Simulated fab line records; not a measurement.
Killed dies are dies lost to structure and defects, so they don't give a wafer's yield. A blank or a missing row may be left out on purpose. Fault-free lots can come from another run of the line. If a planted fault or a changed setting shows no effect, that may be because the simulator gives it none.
A sampling plan put to the test	flow nand_harc	one fab line, 41 faults that these records tell of, each judged on the records of the lots that it struck; 1 more is left out, because the records don't allow judging it
The line's own looks make up the plan; these are the steps of the route where a gauge or inspection reads the wafer and leaves it unchanged. A look is open to judgement when struck wafers have a number at it and the file gives its usual mean and standard deviation on fault-free wafers. Caught: 4 or more of those standard deviations (sigma) separate the usual mean from the mean of the struck wafers at a look after the fault's first step. On the tool: the same test on the tool's own readings at the fault's steps. A different recipe on the struck wafers counts as caught too, as does a record blank only for those wafers.

## THE FAULTS, as the simulator had put them in
1. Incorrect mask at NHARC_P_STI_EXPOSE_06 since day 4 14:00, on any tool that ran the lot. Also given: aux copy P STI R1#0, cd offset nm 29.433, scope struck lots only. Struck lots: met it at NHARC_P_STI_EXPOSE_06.
2. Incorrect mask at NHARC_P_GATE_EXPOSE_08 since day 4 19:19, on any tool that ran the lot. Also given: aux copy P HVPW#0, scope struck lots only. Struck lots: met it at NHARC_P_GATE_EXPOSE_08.
3. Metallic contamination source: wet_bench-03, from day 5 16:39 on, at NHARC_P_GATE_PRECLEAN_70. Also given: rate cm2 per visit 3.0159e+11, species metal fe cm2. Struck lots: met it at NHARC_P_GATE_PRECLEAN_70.
4. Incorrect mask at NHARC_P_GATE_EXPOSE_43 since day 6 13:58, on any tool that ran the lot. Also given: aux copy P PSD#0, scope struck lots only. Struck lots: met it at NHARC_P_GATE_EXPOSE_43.
5. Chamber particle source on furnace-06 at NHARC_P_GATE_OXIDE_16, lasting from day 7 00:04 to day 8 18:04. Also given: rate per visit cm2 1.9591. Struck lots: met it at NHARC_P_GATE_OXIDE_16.
6. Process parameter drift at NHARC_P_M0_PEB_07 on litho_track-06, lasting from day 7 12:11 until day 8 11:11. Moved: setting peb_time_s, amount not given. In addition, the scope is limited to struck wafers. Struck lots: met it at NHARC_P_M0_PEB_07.
7. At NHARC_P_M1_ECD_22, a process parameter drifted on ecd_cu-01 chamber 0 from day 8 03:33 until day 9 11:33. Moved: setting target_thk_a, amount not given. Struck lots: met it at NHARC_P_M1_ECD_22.
8. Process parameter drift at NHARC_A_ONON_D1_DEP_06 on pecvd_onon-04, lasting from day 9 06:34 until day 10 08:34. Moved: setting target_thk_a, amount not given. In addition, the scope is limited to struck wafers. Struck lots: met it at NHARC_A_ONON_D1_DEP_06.
9. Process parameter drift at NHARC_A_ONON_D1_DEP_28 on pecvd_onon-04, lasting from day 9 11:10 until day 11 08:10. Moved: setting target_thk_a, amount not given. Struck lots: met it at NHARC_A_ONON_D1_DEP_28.
10. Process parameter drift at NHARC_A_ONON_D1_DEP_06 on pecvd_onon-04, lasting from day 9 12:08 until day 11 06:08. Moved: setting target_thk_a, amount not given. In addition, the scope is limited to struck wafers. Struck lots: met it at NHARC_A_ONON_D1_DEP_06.
11. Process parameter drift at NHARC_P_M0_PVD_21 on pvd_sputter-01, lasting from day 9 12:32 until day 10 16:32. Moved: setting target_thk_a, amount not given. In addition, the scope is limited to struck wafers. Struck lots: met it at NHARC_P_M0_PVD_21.
12. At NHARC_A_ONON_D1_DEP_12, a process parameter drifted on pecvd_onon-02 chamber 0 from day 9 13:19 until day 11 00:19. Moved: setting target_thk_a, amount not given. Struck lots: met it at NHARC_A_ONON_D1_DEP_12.
13. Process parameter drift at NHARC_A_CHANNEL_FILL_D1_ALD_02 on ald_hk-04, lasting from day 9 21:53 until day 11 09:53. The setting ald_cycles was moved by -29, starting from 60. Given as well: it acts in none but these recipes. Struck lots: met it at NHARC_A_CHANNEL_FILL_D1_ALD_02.
14. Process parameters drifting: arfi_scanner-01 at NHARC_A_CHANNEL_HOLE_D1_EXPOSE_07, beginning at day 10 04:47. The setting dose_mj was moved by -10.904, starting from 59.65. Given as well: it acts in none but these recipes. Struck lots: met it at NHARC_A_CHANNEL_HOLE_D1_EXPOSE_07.
15. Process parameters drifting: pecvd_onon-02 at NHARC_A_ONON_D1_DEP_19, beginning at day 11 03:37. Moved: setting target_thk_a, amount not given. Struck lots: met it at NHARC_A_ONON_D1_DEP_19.
16. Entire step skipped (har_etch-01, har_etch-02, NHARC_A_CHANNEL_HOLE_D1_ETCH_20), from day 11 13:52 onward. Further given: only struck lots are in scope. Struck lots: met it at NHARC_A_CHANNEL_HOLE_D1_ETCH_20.
17. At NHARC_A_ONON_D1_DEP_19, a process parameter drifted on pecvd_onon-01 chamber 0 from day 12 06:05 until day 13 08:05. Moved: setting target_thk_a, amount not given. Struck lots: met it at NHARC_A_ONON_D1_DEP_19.
18. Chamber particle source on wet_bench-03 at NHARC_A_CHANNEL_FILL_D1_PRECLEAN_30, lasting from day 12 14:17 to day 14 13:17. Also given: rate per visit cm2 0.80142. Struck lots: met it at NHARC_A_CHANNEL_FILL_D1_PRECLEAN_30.
19. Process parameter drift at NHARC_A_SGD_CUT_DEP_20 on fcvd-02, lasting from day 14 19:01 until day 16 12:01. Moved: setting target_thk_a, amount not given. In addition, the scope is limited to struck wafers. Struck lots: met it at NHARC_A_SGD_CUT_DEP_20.
20. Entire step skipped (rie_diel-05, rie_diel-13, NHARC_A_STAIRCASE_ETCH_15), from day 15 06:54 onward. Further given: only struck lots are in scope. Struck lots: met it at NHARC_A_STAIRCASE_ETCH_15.
21. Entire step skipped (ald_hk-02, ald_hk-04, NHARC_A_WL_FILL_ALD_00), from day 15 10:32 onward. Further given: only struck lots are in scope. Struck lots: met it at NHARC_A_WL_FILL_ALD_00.
22. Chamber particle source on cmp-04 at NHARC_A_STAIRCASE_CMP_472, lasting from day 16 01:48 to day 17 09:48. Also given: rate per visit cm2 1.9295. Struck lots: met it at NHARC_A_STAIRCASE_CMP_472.
23. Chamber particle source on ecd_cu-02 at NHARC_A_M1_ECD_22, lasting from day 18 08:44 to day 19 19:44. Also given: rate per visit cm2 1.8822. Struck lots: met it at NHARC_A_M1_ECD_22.
24. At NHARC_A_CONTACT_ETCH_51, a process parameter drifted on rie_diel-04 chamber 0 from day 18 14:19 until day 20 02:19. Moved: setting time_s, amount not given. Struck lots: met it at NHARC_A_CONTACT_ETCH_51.
25. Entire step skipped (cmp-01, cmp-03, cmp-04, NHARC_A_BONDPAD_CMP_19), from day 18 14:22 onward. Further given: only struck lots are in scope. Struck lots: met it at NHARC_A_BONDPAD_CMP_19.
26. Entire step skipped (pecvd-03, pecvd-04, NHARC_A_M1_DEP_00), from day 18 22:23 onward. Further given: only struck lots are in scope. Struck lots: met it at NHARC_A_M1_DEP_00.
27. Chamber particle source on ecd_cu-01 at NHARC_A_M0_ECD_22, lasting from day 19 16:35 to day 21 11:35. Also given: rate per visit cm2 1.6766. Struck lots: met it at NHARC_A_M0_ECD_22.
28. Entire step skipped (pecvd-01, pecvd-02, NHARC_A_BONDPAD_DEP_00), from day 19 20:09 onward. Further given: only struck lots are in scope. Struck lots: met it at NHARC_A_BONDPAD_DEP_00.
29. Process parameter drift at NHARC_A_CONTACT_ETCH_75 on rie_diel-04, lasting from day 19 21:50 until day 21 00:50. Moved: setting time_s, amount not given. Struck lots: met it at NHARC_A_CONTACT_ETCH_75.
30. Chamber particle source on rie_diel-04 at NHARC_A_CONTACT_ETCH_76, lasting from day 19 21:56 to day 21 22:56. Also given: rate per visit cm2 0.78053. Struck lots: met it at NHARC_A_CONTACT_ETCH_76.
31. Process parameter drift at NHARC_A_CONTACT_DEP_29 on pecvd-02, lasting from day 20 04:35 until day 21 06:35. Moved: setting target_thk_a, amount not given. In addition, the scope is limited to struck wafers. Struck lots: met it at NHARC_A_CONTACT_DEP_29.
32. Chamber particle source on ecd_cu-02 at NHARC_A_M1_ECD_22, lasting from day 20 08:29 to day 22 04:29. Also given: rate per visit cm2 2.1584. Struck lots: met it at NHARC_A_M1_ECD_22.
33. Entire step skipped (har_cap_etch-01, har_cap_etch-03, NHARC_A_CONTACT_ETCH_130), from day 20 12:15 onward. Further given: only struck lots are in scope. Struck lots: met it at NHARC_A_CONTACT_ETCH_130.
34. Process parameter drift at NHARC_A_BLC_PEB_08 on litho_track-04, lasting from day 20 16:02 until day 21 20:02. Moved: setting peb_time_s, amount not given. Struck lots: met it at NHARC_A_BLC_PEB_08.
35. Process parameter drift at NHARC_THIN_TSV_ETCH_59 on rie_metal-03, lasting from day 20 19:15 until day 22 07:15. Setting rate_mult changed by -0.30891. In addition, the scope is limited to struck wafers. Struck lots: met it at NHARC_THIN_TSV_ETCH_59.
36. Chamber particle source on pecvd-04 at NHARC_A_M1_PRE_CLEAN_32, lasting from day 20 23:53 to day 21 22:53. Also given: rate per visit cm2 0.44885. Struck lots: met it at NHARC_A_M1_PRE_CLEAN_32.
37. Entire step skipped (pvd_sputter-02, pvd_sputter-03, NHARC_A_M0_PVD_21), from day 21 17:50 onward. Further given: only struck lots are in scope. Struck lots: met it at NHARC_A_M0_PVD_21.
38. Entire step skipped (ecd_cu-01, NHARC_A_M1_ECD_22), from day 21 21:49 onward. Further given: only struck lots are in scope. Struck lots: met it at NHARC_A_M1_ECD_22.
39. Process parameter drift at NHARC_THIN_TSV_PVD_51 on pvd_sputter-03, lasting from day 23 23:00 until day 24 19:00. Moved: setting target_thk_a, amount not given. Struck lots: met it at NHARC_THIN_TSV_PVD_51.
40. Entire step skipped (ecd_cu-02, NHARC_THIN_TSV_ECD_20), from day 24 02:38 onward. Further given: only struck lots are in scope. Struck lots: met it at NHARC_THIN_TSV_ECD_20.
41. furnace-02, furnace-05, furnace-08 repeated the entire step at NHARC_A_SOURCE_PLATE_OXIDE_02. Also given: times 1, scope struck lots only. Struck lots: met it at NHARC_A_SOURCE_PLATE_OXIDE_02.

## WHAT THE PLAN SAW
fault	on the tool itself	first look that catches it	reading, sigma	median hours from its first step to that look	hours from the fault's start to the first struck lot there	judged looks passed uncaught
1	no reading that can be judged	NHARC_P_STI_CD_MEAS_09	cd_nm +7.8	0.2	0	0
2	under 2 sigma	NHARC_END_SORT_01	killed_at_periphery +99 or beyond	360.4	358	0
3	under 2 sigma	none of the 3 looks that can be judged after it	strongest: VT_DECK1_MEDIAN_NEAR_BOTTOM at NHARC_END_WLT_00, +3.6	-	-	3
4	no reading that can be judged	NHARC_END_SORT_01	killed_at_periphery +99 or beyond	368.8	371	0
5	under 2 sigma	NHARC_P_GATE_INSPECT_28	raw_defect_count +99 or beyond	10.7	21	0
6	heater_power_total_W +18 sigma	NHARC_P_M0_CD_MEAS_09	cd_nm -4.4	0.1	4	0
7	no reading that can be judged	no look after it can be judged	-	-	-	0
8	no reading that can be judged	NHARC_A_ONON_D1_THK_MEAS_08	thk_nm +90	0.5	4	0
9	no reading that can be judged	NHARC_A_ONON_D1_THK_MEAS_30	thk_nm +20	0.5	13	0
10	no reading that can be judged	NHARC_A_ONON_D1_THK_MEAS_08	thk_nm +57	0.5	30	0
11	under 2 sigma	NHARC_END_SORT_01	killed_at_periphery +99 or beyond	327.6	321	0
12	no reading that can be judged	NHARC_A_ONON_D1_THK_MEAS_14	thk_nm -64	0.5	2	0
13	under 2 sigma	NHARC_END_WLT_00	VT_DECK1_TOP -7.5	267.5	276	0
14	exposure_dose_mJ_cm2 -99 or beyond sigma	NHARC_A_CHANNEL_HOLE_D1_CD_MEAS_10	cd_nm -11	0.1	1	0
15	under 2 sigma	NHARC_A_ONON_D1_THK_MEAS_21	thk_nm -5.1	0.5	0	0
16	the tool's record is blank for the struck wafers	NHARC_A_CHANNEL_HOLE_D1_CD_MEAS_30	cd_nm -42	5.4	7	0
17	no reading that can be judged	NHARC_A_ONON_D1_THK_MEAS_21	thk_nm +99 or beyond	0.5	8	0
18	no reading that can be judged	NHARC_END_SORT_01	killed_dies +7.6	218.3	215	0
19	no reading that can be judged	NHARC_A_SGD_CUT_THK_MEAS_22	thk_nm -57	4.6	11	0
20	the tool's record is blank for the struck wafers	NHARC_END_SORT_01	killed_at_array +64	213.1	213	0
21	the tool's record is blank for the struck wafers	NHARC_END_SORT_01	killed_at_array +64	102.9	103	0
22	under 2 sigma	NHARC_A_STAIRCASE_INSPECT_155	raw_defect_count +10	0.3	0	0
23	no reading that can be judged	NHARC_END_SORT_01	sort_bin_2_pct +56	40.9	41	0
24	run_length_s -99 or beyond sigma	NHARC_END_SORT_01	killed_at_array +64	76.2	85	0
25	the tool's record is blank for the struck wafers	NHARC_A_BONDPAD_THK_MEAS_20	thk_nm +99 or beyond	0.3	3	0
26	the tool's record is blank for the struck wafers	NHARC_END_SORT_01	sort_bin_2_pct +99 or beyond	39.5	47	0
27	no reading that can be judged	NHARC_END_SORT_01	sort_bin_2_pct +53	44.3	57	0
28	the tool's record is blank for the struck wafers	NHARC_END_SORT_01	sort_bin_2_pct +99 or beyond	32.9	41	0
29	run_length_s -46 sigma	not the one look that can be judged after it	strongest: killed_at_array at NHARC_END_SORT_01, +2.5	-	-	1
30	under 2 sigma	NHARC_END_SORT_01	killed_at_array +6.5	93.1	75	1
31	under 2 sigma	NHARC_END_SORT_01	killed_at_array +46	86.2	87	0
32	no reading that can be judged	NHARC_END_SORT_01	sort_bin_2_pct +61	38.3	42	5
33	the tool's record is blank for the struck wafers	NHARC_END_SORT_01	killed_at_array +64	69.8	67	0
34	no reading that can be judged	NHARC_A_BLC_CD_MEAS_10	cd_nm +17	0.1	4	0
35	oes_product_au -16 sigma	NHARC_END_SORT_01	killed_at_other +99 or beyond	9.4	17	0
36	under 2 sigma	NHARC_END_SORT_01	sort_bin_2_pct +6.5	34.8	35	4
37	the tool's record is blank for the struck wafers	NHARC_END_SORT_01	sort_bin_2_pct +99 or beyond	44.1	47	0
38	the tool's record is blank for the struck wafers	NHARC_A_M1_THK_MEAS_24	thk_nm -83	1.0	2	0
39	under 2 sigma	NHARC_END_SORT_01	killed_at_other +99 or beyond	14.5	20	0
40	no reading that can be judged	NHARC_END_SORT_01	killed_at_other +99 or beyond	14.3	17	0
41	under 2 sigma	NHARC_A_SOURCE_PLATE_THK_MEAS_09	thk_nm +5.6	9.6	-	0
A dash: the fault is not caught, or the number is missing from these records.

Caught at a look: 38 of 41. Caught on the tool: 14 of 41. By one or the other: 39 of 41.
Caught on the tool alone: fault 29.
Caught at a look alone: faults 1, 2, 4, 5, 8, 9, 10, 11, 12, 13, 15, 17, 18, 19, 22, 23, 27, 30, 31, 32, 34, 36, 39, 40, 41.
Caught by neither: faults 3, 7.

## THINNER SAMPLING
If the look that catches a fault measured only every second or every third lot, by lot number, the first struck lot would be measured this late in the worst case:
fault	struck lots at that look, in order of time	every lot	every second lot	every third lot
1	L616	0 h	may miss it	may miss it
2	L491	358 h	may miss it	may miss it
4	L370	371 h	may miss it	may miss it
5	L194, L191, L193, L192	21 h	21 h	21 h
6	L813, L814, L815	4 h	7 h	8 h
8	L777, L779	4 h	may miss all 2	may miss all 2
9	L573, L576	13 h	14 h	may miss all 2
10	L103	30 h	may miss it	may miss it
11	L993, L995, L994	321 h	347 h	347 h
12	L860, L861	2 h	30 h	may miss all 2
13	L480, L479	276 h	288 h	may miss all 2
14	L980, L983	1 h	31 h	may miss all 2
15	L686, L688, L690, L691	0 h	23 h	19 h
16	L339, L342	7 h	8 h	may miss all 2
17	L782, L785	8 h	19 h	may miss all 2
18	L927, L929	215 h	may miss all 2	may miss all 2
19	L880, L885, L881	11 h	33 h	38 h
20	L174, L176	213 h	may miss all 2	may miss all 2
21	L654, L656	103 h	may miss all 2	may miss all 2
22	L254, L257	0 h	30 h	may miss all 2
23	L869, L868	41 h	48 h	may miss all 2
24	L877, L881	85 h	may miss all 2	may miss all 2
25	L411, L412, L415	3 h	8 h	may miss all 3
26	L690, L692	47 h	may miss all 2	may miss all 2
27	L465, L468	57 h	65 h	may miss all 2
28	L293, L290	41 h	41 h	may miss all 2
30	L946, L947, L945	75 h	96 h	104 h
31	L832, L834	87 h	may miss all 2	may miss all 2
32	L691, L697	42 h	may miss all 2	may miss all 2
33	L506, L509	67 h	76 h	may miss all 2
34	L380, L376	4 h	may miss all 2	may miss all 2
35	L694, L697	17 h	39 h	may miss all 2
36	L282, L283	35 h	54 h	may miss all 2
37	L724, L723, L725	47 h	50 h	59 h
38	L812, L811	2 h	10 h	may miss all 2
39	L114, L115	20 h	28 h	may miss all 2
40	L396, L397	17 h	25 h	may miss all 2
The hour figures run from when the fault began to the first measured lot among those it struck. The limit of 4 sigma was tested on all struck wafers together, so one lot alone may lie under it. Other struck lots may not be in these records.

## THE LONGEST TIMED WAY FROM STEP TO LOOK
Fault 4: median gap of 368.8 hours between NHARC_P_GATE_EXPOSE_43 and NHARC_END_SORT_01. No look between them can be judged.
